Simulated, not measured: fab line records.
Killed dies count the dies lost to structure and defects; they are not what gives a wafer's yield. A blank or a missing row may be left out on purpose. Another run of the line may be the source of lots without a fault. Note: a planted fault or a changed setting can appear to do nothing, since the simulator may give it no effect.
Which tool did it? || flow n5 finfet || 33 wafers from 11 lots sampled at 5 of the route's 1938 steps

== WHAT EACH GAUGE READ, for each wafer ==
The record holds no reading of a measuring or inspecting step that can be judged against a usual standard deviation.

== WHICH TOOL RAN EACH LOT (tool, then ch and the chambers of the sampled wafers, then the start) ==
{"lot": "L454", "N5_BEOL_M13_PRE_CLEAN_42": "pvd sputter-01, day 11 16:00", "N5_BEOL_M13_DEP_53": "pecvd-03 ch 0,1, day 11 17:08", "N5_BEOL_M14_EXPOSE_07": "krf scanner-01 ch 0, day 11 17:35", "N5_BEOL_M14_ETCH_59": "rie diel-04 ch 0,1,2, day 11 17:53", "N5_PASSIVATION_PROBE_49": "-"}
{"lot": "L457", "N5_BEOL_M13_PRE_CLEAN_42": "pvd sputter-03, day 13 02:09", "N5_BEOL_M13_DEP_53": "pecvd-01 ch 0,1, day 13 03:35", "N5_BEOL_M14_EXPOSE_07": "krf scanner-02 ch 0, day 13 04:10", "N5_BEOL_M14_ETCH_59": "rie diel-02 ch 0,1,3, day 13 04:40", "N5_PASSIVATION_PROBE_49": "prober-01, day 14 08:22"}
{"lot": "L460", "N5_BEOL_M13_PRE_CLEAN_42": "pvd sputter-01, day 13 05:01", "N5_BEOL_M13_DEP_53": "pecvd-01 ch 0,1, day 13 06:10", "N5_BEOL_M14_EXPOSE_07": "krf scanner-02 ch 0, day 13 06:37", "N5_BEOL_M14_ETCH_59": "rie diel-02 ch 1,2,3, day 13 06:55", "N5_PASSIVATION_PROBE_49": "prober-01, day 14 10:29"}
{"lot": "L459", "N5_BEOL_M13_PRE_CLEAN_42": "pvd sputter-03, day 13 08:34", "N5_BEOL_M13_DEP_53": "pecvd-03 ch 1,2, day 13 09:42", "N5_BEOL_M14_EXPOSE_07": "krf scanner-01 ch 0, day 13 10:16", "N5_BEOL_M14_ETCH_59": "rie diel-01 ch 0,3, day 13 10:34", "N5_PASSIVATION_PROBE_49": "prober-01, day 14 11:19"}
{"lot": "L461", "N5_BEOL_M13_PRE_CLEAN_42": "pvd sputter-01, day 13 18:25", "N5_BEOL_M13_DEP_53": "pecvd-04 ch 0,1,2, day 13 19:33", "N5_BEOL_M14_EXPOSE_07": "krf scanner-01 ch 0, day 13 20:10", "N5_BEOL_M14_ETCH_59": "rie diel-01 ch 0,1,2, day 13 20:27", "N5_PASSIVATION_PROBE_49": "prober-01, day 14 20:56"}
{"lot": "L463", "N5_BEOL_M13_PRE_CLEAN_42": "pvd sputter-02, day 13 21:52", "N5_BEOL_M13_DEP_53": "pecvd-03 ch 0,2, day 13 23:19", "N5_BEOL_M14_EXPOSE_07": "krf scanner-01 ch 0, day 13 23:46", "N5_BEOL_M14_ETCH_59": "rie diel-01 ch 0,2,3, day 14 00:04", "N5_PASSIVATION_PROBE_49": "-"}
{"lot": "L462", "N5_BEOL_M13_PRE_CLEAN_42": "pvd sputter-01, day 14 03:02", "N5_BEOL_M13_DEP_53": "pecvd-01 ch 0,2, day 14 04:11", "N5_BEOL_M14_EXPOSE_07": "krf scanner-01 ch 0, day 14 04:38", "N5_BEOL_M14_ETCH_59": "rie diel-04 ch 1,2, day 14 04:55", "N5_PASSIVATION_PROBE_49": "prober-01, day 15 05:19"}
{"lot": "L469", "N5_BEOL_M13_PRE_CLEAN_42": "pvd sputter-03, day 15 14:48", "N5_BEOL_M13_DEP_53": "pecvd-01 ch 1,2, day 15 15:56", "N5_BEOL_M14_EXPOSE_07": "krf scanner-01 ch 0, day 15 16:31", "N5_BEOL_M14_ETCH_59": "rie diel-02 ch 0,1,3, day 15 16:49", "N5_PASSIVATION_PROBE_49": "prober-01, day 16 18:17"}
{"lot": "L470", "N5_BEOL_M13_PRE_CLEAN_42": "pvd sputter-03, day 15 16:37", "N5_BEOL_M13_DEP_53": "pecvd-04 ch 0,1,2, day 15 18:35", "N5_BEOL_M14_EXPOSE_07": "krf scanner-01 ch 0, day 15 19:02", "N5_BEOL_M14_ETCH_59": "rie diel-01 ch 1,2,3, day 15 19:20", "N5_PASSIVATION_PROBE_49": "prober-01, day 16 23:47"}
{"lot": "L473", "N5_BEOL_M13_PRE_CLEAN_42": "pvd sputter-03, day 16 09:26", "N5_BEOL_M13_DEP_53": "pecvd-01 ch 0,1,2, day 16 10:40", "N5_BEOL_M14_EXPOSE_07": "krf scanner-02 ch 0, day 16 11:15", "N5_BEOL_M14_ETCH_59": "rie diel-02 ch 1,3, day 16 11:33", "N5_PASSIVATION_PROBE_49": "-"}
{"lot": "L474", "N5_BEOL_M13_PRE_CLEAN_42": "pvd sputter-01, day 16 22:34", "N5_BEOL_M13_DEP_53": "pecvd-04 ch 1,2, day 16 23:41", "N5_BEOL_M14_EXPOSE_07": "krf scanner-02 ch 0, day 17 00:10", "N5_BEOL_M14_ETCH_59": "rie diel-01 ch 0,2,3, day 17 00:28", "N5_PASSIVATION_PROBE_49": "prober-01, day 18 01:54"}
- N5_BEOL_M13_PRE_CLEAN_42: time 30 s.
- N5_BEOL_M13_DEP_53: deposits SiCN from 3MS/NH3, target thk 50 nm, time 17.8 s.
- N5_BEOL_M14_EXPOSE_07: exposes mask V13.
- N5_BEOL_M14_ETCH_59: etches BARC in N2/H2, target depth 89 nm, overetch 26.7 nm, time 67.9 s.
- N5_PASSIVATION_PROBE_49

== AS READ BY THE TOOLS THEMSELVES (means over the sampled wafers that have a number; for cases with no such wafer, the mark the record gives instead) ==
N5_BEOL_M13_PRE_CLEAN_42. Usual: heater power w reads 333 W (standard deviation 29).
{"lot": "L454", "tool": "pvd sputter-01", "heater power w (W)": 343, "flag": ""}
{"lot": "L457", "tool": "pvd sputter-03", "heater power w (W)": 324, "flag": ""}
{"lot": "L460", "tool": "pvd sputter-01", "heater power w (W)": 344, "flag": ""}
{"lot": "L459", "tool": "pvd sputter-03", "heater power w (W)": 345, "flag": ""}
{"lot": "L461", "tool": "pvd sputter-01", "heater power w (W)": 335, "flag": ""}
{"lot": "L463", "tool": "pvd sputter-02", "heater power w (W)": 398, "flag": ""}
{"lot": "L462", "tool": "pvd sputter-01", "heater power w (W)": 323, "flag": ""}
{"lot": "L469", "tool": "pvd sputter-03", "heater power w (W)": 328, "flag": ""}
{"lot": "L470", "tool": "pvd sputter-03", "heater power w (W)": 326, "flag": ""}
{"lot": "L473", "tool": "pvd sputter-03", "heater power w (W)": 343, "flag": ""}
{"lot": "L474", "tool": "pvd sputter-01", "heater power w (W)": 319, "flag": ""}

N5_BEOL_M13_DEP_53. Usual: showerhead plenum p Torr 4.160 Torr, standard deviation 0.022; throttle valve pct 17.8 %, standard deviation 0.51.
{"lot": "L454", "tool": "pecvd-03", "showerhead plenum p Torr (Torr)": 4.168, "throttle valve pct (%)": 17.9, "flag": ""}
{"lot": "L457", "tool": "pecvd-01", "showerhead plenum p Torr (Torr)": 4.172, "throttle valve pct (%)": 18.2, "flag": ""}
{"lot": "L460", "tool": "pecvd-01", "showerhead plenum p Torr (Torr)": 4.162, "throttle valve pct (%)": 18.2, "flag": ""}
{"lot": "L459", "tool": "pecvd-03", "showerhead plenum p Torr (Torr)": 4.149, "throttle valve pct (%)": 17.3, "flag": ""}
{"lot": "L461", "tool": "pecvd-04", "showerhead plenum p Torr (Torr)": 4.148, "throttle valve pct (%)": 17.3, "flag": ""}
{"lot": "L463", "tool": "pecvd-03", "showerhead plenum p Torr (Torr)": 4.176, "throttle valve pct (%)": 18.2, "flag": ""}
{"lot": "L462", "tool": "pecvd-01", "showerhead plenum p Torr (Torr)": 4.146, "throttle valve pct (%)": 18.1, "flag": ""}
{"lot": "L469", "tool": "pecvd-01", "showerhead plenum p Torr (Torr)": 4.169, "throttle valve pct (%)": 17.7, "flag": ""}
{"lot": "L470", "tool": "pecvd-04", "showerhead plenum p Torr (Torr)": 4.161, "throttle valve pct (%)": 17.3, "flag": ""}
{"lot": "L473", "tool": "pecvd-01", "showerhead plenum p Torr (Torr)": 4.158, "throttle valve pct (%)": 18.1, "flag": ""}
{"lot": "L474", "tool": "pecvd-04", "showerhead plenum p Torr (Torr)": 4.139, "throttle valve pct (%)": 17.1, "flag": ""}

N5_BEOL_M14_EXPOSE_07. Usual: exposure dose mJ cm2 reads 56.98 (standard deviation 0.064).
{"lot": "L454", "tool": "krf scanner-01", "exposure dose mJ cm2": 57.01, "flag": ""}
{"lot": "L457", "tool": "krf scanner-02", "exposure dose mJ cm2": 56.97, "flag": ""}
{"lot": "L460", "tool": "krf scanner-02", "exposure dose mJ cm2": 57.06, "flag": ""}
{"lot": "L459", "tool": "krf scanner-01", "exposure dose mJ cm2": 57.01, "flag": ""}
{"lot": "L461", "tool": "krf scanner-01", "exposure dose mJ cm2": 56.92, "flag": ""}
{"lot": "L463", "tool": "krf scanner-01", "exposure dose mJ cm2": 56.92, "flag": ""}
{"lot": "L462", "tool": "krf scanner-01", "exposure dose mJ cm2": 57.00, "flag": ""}
{"lot": "L469", "tool": "krf scanner-01", "exposure dose mJ cm2": 55.84, "flag": "OFF"}
{"lot": "L470", "tool": "krf scanner-01", "exposure dose mJ cm2": 56.08, "flag": "OFF"}
{"lot": "L473", "tool": "krf scanner-02", "exposure dose mJ cm2": 57.07, "flag": ""}
{"lot": "L474", "tool": "krf scanner-02", "exposure dose mJ cm2": 56.99, "flag": ""}

N5_BEOL_M14_ETCH_59. Usual: drypump motor current A 5.8 A, standard deviation 0.52; oes product au 0.67 a.u., standard deviation 0.062; rf vpp V 523.5 V, standard deviation 2.2; showerhead plenum p Torr 2.53 Torr, standard deviation 0.068; throttle valve pct 17.90 %, standard deviation 0.26.
{"lot": "L454", "tool": "rie diel-04", "drypump motor current A (A)": 6.3, "oes product au (a.u.)": 0.63, "rf vpp V (V)": 521.1, "showerhead plenum p Torr (Torr)": 2.46, "throttle valve pct (%)": 18.06, "flag": ""}
{"lot": "L457", "tool": "rie diel-02", "drypump motor current A (A)": 5.7, "oes product au (a.u.)": 0.65, "rf vpp V (V)": 524.1, "showerhead plenum p Torr (Torr)": 2.55, "throttle valve pct (%)": 18.21, "flag": ""}
{"lot": "L460", "tool": "rie diel-02", "drypump motor current A (A)": 5.8, "oes product au (a.u.)": 0.59, "rf vpp V (V)": 523.5, "showerhead plenum p Torr (Torr)": 2.55, "throttle valve pct (%)": 18.22, "flag": ""}
{"lot": "L459", "tool": "rie diel-01", "drypump motor current A (A)": 5.9, "oes product au (a.u.)": 0.67, "rf vpp V (V)": 524.5, "showerhead plenum p Torr (Torr)": 2.56, "throttle valve pct (%)": 17.61, "flag": ""}
{"lot": "L461", "tool": "rie diel-01", "drypump motor current A (A)": 5.3, "oes product au (a.u.)": 0.66, "rf vpp V (V)": 523.2, "showerhead plenum p Torr (Torr)": 2.52, "throttle valve pct (%)": 17.75, "flag": ""}
{"lot": "L463", "tool": "rie diel-01", "drypump motor current A (A)": 5.5, "oes product au (a.u.)": 0.66, "rf vpp V (V)": 523.6, "showerhead plenum p Torr (Torr)": 2.52, "throttle valve pct (%)": 17.71, "flag": ""}
{"lot": "L462", "tool": "rie diel-04", "drypump motor current A (A)": 6.1, "oes product au (a.u.)": 0.73, "rf vpp V (V)": 521.7, "showerhead plenum p Torr (Torr)": 2.47, "throttle valve pct (%)": 17.76, "flag": ""}
{"lot": "L469", "tool": "rie diel-02", "drypump motor current A (A)": 5.7, "oes product au (a.u.)": 0.63, "rf vpp V (V)": 523.4, "showerhead plenum p Torr (Torr)": 2.54, "throttle valve pct (%)": 18.25, "flag": ""}
{"lot": "L470", "tool": "rie diel-01", "drypump motor current A (A)": 5.6, "oes product au (a.u.)": 0.64, "rf vpp V (V)": 523.1, "showerhead plenum p Torr (Torr)": 2.52, "throttle valve pct (%)": 17.76, "flag": ""}
{"lot": "L473", "tool": "rie diel-02", "drypump motor current A (A)": 5.6, "oes product au (a.u.)": 0.58, "rf vpp V (V)": 523.3, "showerhead plenum p Torr (Torr)": 2.51, "throttle valve pct (%)": 18.44, "flag": ""}
{"lot": "L474", "tool": "rie diel-01", "drypump motor current A (A)": 5.6, "oes product au (a.u.)": 0.64, "rf vpp V (V)": 522.7, "showerhead plenum p Torr (Torr)": 2.51, "throttle valve pct (%)": 17.75, "flag": ""}

N5_PASSIVATION_PROBE_49. Usual: defect limited yield 91.3 %, standard deviation 1.4; killed_at_M0_to_M3 36, standard deviation 11; killed_at_M4_up 13, standard deviation 5.2; killed at contacts 13, standard deviation 6.5; killed at front end 37, standard deviation 11; killed at other 3.6, standard deviation 2.9; killed dies 103, standard deviation 17; killed open 68, standard deviation 12; killed short 33, standard deviation 7.3; sort_bin_4_leakage 0.01 %, standard deviation 0.039; sort_bin_5_function 5.2 %, standard deviation 0.91; sort_bin_6_memory 3.2 %, standard deviation 0.67; sort_bin_8_speed 0.00 %, standard deviation 0.0099; sort n pass 1077, standard deviation 17; sort yield pct 91.3 %, standard deviation 1.4.
{"lot": "L457", "tool": "prober-01", "defect limited yield (%)": 91.5, "killed_at_M0_to_M3": 41, "killed_at_M4_up": 13, "killed at contacts": 9, "killed at front end": 32, "killed at other": 4.7, "killed dies": 100, "killed open": 71, "killed short": 28, "sort_bin_4_leakage (%)": 0.00, "sort_bin_5_function (%)": 5.0, "sort_bin_6_memory (%)": 3.2, "sort_bin_8_speed (%)": 0.00, "sort n pass": 1080, "sort yield pct (%)": 91.5, "flag": ""}
{"lot": "L460", "tool": "prober-01", "defect limited yield (%)": 93.6, "killed_at_M0_to_M3": 29, "killed_at_M4_up": 9, "killed at contacts": 8, "killed at front end": 29, "killed at other": 0.7, "killed dies": 76, "killed open": 53, "killed short": 23, "sort_bin_4_leakage (%)": 0.00, "sort_bin_5_function (%)": 3.7, "sort_bin_6_memory (%)": 2.6, "sort_bin_8_speed (%)": 0.00, "sort n pass": 1104, "sort yield pct (%)": 93.6, "flag": ""}
{"lot": "L459", "tool": "prober-01", "defect limited yield (%)": 92.0, "killed_at_M0_to_M3": 27, "killed_at_M4_up": 13, "killed at contacts": 13, "killed at front end": 39, "killed at other": 3.0, "killed dies": 95, "killed open": 63, "killed short": 31, "sort_bin_4_leakage (%)": 0.00, "sort_bin_5_function (%)": 4.9, "sort_bin_6_memory (%)": 2.9, "sort_bin_8_speed (%)": 0.00, "sort n pass": 1085, "sort yield pct (%)": 92.0, "flag": ""}
{"lot": "L461", "tool": "prober-01", "defect limited yield (%)": 89.8, "killed_at_M0_to_M3": 46, "killed_at_M4_up": 8, "killed at contacts": 16, "killed at front end": 44, "killed at other": 6.7, "killed dies": 121, "killed open": 77, "killed short": 44, "sort_bin_4_leakage (%)": 0.03, "sort_bin_5_function (%)": 6.3, "sort_bin_6_memory (%)": 3.7, "sort_bin_8_speed (%)": 0.00, "sort n pass": 1059, "sort yield pct (%)": 89.7, "flag": ""}
{"lot": "L462", "tool": "prober-01", "defect limited yield (%)": 89.1, "killed_at_M0_to_M3": 44, "killed_at_M4_up": 15, "killed at contacts": 7, "killed at front end": 58, "killed at other": 5.7, "killed dies": 129, "killed open": 84, "killed short": 45, "sort_bin_4_leakage (%)": 0.00, "sort_bin_5_function (%)": 6.5, "sort_bin_6_memory (%)": 4.2, "sort_bin_8_speed (%)": 0.00, "sort n pass": 1051, "sort yield pct (%)": 89.1, "flag": ""}
{"lot": "L469", "tool": "prober-01", "defect limited yield (%)": 92.8, "killed_at_M0_to_M3": 27, "killed_at_M4_up": 12, "killed at contacts": 8, "killed at front end": 34, "killed at other": 4.7, "killed dies": 85, "killed open": 58, "killed short": 27, "sort_bin_4_leakage (%)": 0.00, "sort_bin_5_function (%)": 4.5, "sort_bin_6_memory (%)": 2.6, "sort_bin_8_speed (%)": 0.03, "sort n pass": 1095, "sort yield pct (%)": 92.8, "flag": "OFF"}
{"lot": "L470", "tool": "prober-01", "defect limited yield (%)": 91.9, "killed_at_M0_to_M3": 27, "killed_at_M4_up": 9, "killed at contacts": 23, "killed at front end": 35, "killed at other": 1.7, "killed dies": 95, "killed open": 66, "killed short": 27, "sort_bin_4_leakage (%)": 0.00, "sort_bin_5_function (%)": 4.8, "sort_bin_6_memory (%)": 2.8, "sort_bin_8_speed (%)": 0.00, "sort n pass": 1085, "sort yield pct (%)": 91.9, "flag": ""}
{"lot": "L474", "tool": "prober-01", "defect limited yield (%)": 90.7, "killed_at_M0_to_M3": 48, "killed_at_M4_up": 13, "killed at contacts": 10, "killed at front end": 32, "killed at other": 6.3, "killed dies": 110, "killed open": 73, "killed short": 36, "sort_bin_4_leakage (%)": 0.00, "sort_bin_5_function (%)": 5.3, "sort_bin_6_memory (%)": 3.6, "sort_bin_8_speed (%)": 0.00, "sort n pass": 1070, "sort yield pct (%)": 90.7, "flag": ""}

== THE ANSWER, worked out from the rows above alone ==
Rule: a lot counts as off when the mean over its wafers that have a number is more than 3 standard deviations away from the usual mean. Also off: a lot with no number at a reading for which 4 or more lots have one. Any other lot the step has rows for is counted as sound. The gauges are gone through in route order, then the tools' own readings, and for those a lot's mean is taken as printed above. The first step at which some lot is off is used, and at that step the reading that is off furthest; a lot without a number counts as furthest.
Off: L469, L470 (N5_BEOL_M14_EXPOSE_07, exposure dose mJ cm2).
If a tool, at that step or one of the process steps before it, ran each lot that is off and ran no sound lot following the first of them, it fits. One fits: krf scanner-01 at N5_BEOL_M14_EXPOSE_07. Its last sound lot is L462 (day 14 04:38), its first lot that is off L469 (day 15 16:31): a fault that began between those two fits.
The tool's own readings at N5_BEOL_M14_EXPOSE_07 bear it out: on the lots that are off they differ by more than 5 times the standard deviation of the sound lots' means. exposure dose mJ cm2 reads 55.96 there against 56.99 on the sound lots.

== WHAT THE SIMULATOR PUT IN ==
Process parameter drift: krf scanner-01, from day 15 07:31 on, at N5_BEOL_M14_EXPOSE_07. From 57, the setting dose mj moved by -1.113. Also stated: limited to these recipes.
Shown lots that were struck: L469, L470. This agrees with what the rule above found.
